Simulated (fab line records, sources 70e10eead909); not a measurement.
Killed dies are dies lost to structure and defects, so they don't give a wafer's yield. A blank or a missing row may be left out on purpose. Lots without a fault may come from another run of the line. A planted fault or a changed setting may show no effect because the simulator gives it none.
One fault seen from 2 desks | flow nand_harc | each desk has only its own numbers; what lay behind them comes last

THE TOOL OWNER'S DESK: pecvd-03
The tool's own readings at NHARC_A_M0_PRE_CLEAN_31 (time 12 s): means of the sampled wafers that have a number, for each lot that ran on this tool. A lot is out of limits, marked OUT, if its mean lies more than 4 standard deviations from the usual mean; the brackets give that distance.
Columns: A = heater_power_w at NHARC_A_M0_PRE_CLEAN_31, usual 634 W
lot  | first seen here | A
L642 | day 24 12:13    | 617
L641 | day 24 14:08    | 638
L645 | day 26 01:10    | 619
L650 | day 28 02:10    | 628
L651 | day 28 04:34    | 645
This desk's finding: nothing out of limits on any of the 5 lots.

THE DEFECT DESK
What the inspections along the route counted, lot by lot: means of the sampled wafers that have a number. A lot is out of limits, marked OUT, if its mean lies more than 4 standard deviations from the usual mean; the brackets give that distance.
Columns: A = raw_defect_count at NHARC_A_M1_INSPECT_11, usual 83
lot  | first seen here | A
L637 | day 22 09:49    | 62
L638 | day 23 05:27    | 59
L639 | day 23 08:05    | 153
L642 | day 24 13:32    | 27
L641 | day 24 15:34    | 137
L645 | day 26 02:46    | 117
L650 | day 28 03:36    | 363 (+7.2) OUT
L651 | day 28 06:01    | 387 (+7.8) OUT
L654 | day 29 01:01    | 69
L658 | day 31 09:49    | 81
L660 | day 32 03:28    | 127
This desk's finding: out of limits on L650, L651; first on L650, day 28 03:36 (raw_defect_count at NHARC_A_M1_INSPECT_11). In limits: L637, L638, L639, L642, L641, L645, L654, L658, L660.

PUT TOGETHER
The defect desk could have raised an alarm at day 28 03:36, on L650, L651.
The tool owner's desk saw nothing out of limits.
The tool owner's desk has L650, L651 on record, within its limits.
Of the lots named, all ran NHARC_A_M0_PRE_CLEAN_31 on pecvd-03.

WHAT THE SIMULATOR HAD PUT IN
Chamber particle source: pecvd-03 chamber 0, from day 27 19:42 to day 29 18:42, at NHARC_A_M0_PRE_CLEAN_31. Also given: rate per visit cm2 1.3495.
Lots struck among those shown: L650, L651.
Hours from the fault's start to each desk's first reading out of limits: the defect desk, 8.
